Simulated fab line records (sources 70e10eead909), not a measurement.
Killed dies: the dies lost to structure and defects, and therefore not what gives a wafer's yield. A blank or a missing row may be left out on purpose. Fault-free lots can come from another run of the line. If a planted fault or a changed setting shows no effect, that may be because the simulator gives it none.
Chamber matching | flow nand-harc | rie-diel-08 running NHARC_A_STAIRCASE_TRIM_196: 4 sister chambers
The step chemistry O2, time 211.2 s. 8 wafers are shown with their chamber, then 8 later ones without.

## WAFERS PAIRED WITH THEIR CHAMBERS
wafer  | chamber | drypump-motor-current-A (A) | showerhead-plenum-p-Torr (Torr)
L077.4 | 3       | 5.1                         | 3.61
L081.1 | 1       | 5.5                         | 3.55
L081.4 | 3       | 5.1                         | 3.61
L082.3 | 0       | 6.0                         | 3.80
L085.2 | 2       | 6.4                         | 3.53
L085.3 | 1       | 5.5                         | 3.54
L085.6 | 2       | 6.4                         | 3.53
L091.2 | 0       | 6.1                         | 3.78

## WAFERS WITHOUT THEIR CHAMBER
wafer  | drypump-motor-current-A (A) | showerhead-plenum-p-Torr (Torr)
L091.3 | 5.1                         | 3.59
L091.4 | 6.3                         | 3.52
L090.2 | 6.1                         | 3.78
L090.4 | 6.3                         | 3.52
L090.5 | 5.1                         | 3.59
L096.1 | 5.5                         | 3.52
L096.4 | 5.1                         | 3.58
L096.6 | 6.3                         | 3.51

## WHICH CHAMBER EACH ONE RAN IN
wafer  | from the rows above | in truth
L091.3 | 3                   | 3
L091.4 | 2                   | 2
L090.2 | 0                   | 0
L090.4 | 2                   | 2
L090.5 | 3                   | 3
L096.1 | 1                   | 1
L096.4 | 3                   | 3
L096.6 | 2                   | 2
8 of 8 placed correctly. Number that these rows cannot place: 0. Number placed wrongly: 0.
How it was worked out, from the rows above alone: a wafer's distance from a chamber is the root of the sum, over the readings, of the square of ((its reading less the chamber's mean) divided by the reading's scatter). If the next closest chamber is less than 2 further off than the closest, the wafer can't be placed; otherwise it belongs to the closest. Each chamber's mean is taken over the wafers shown for it. How the scatter is found: for the shown wafers, subtract from each reading the mean of its chamber, square and add these, divide the total by (wafers less chambers), then take the root.
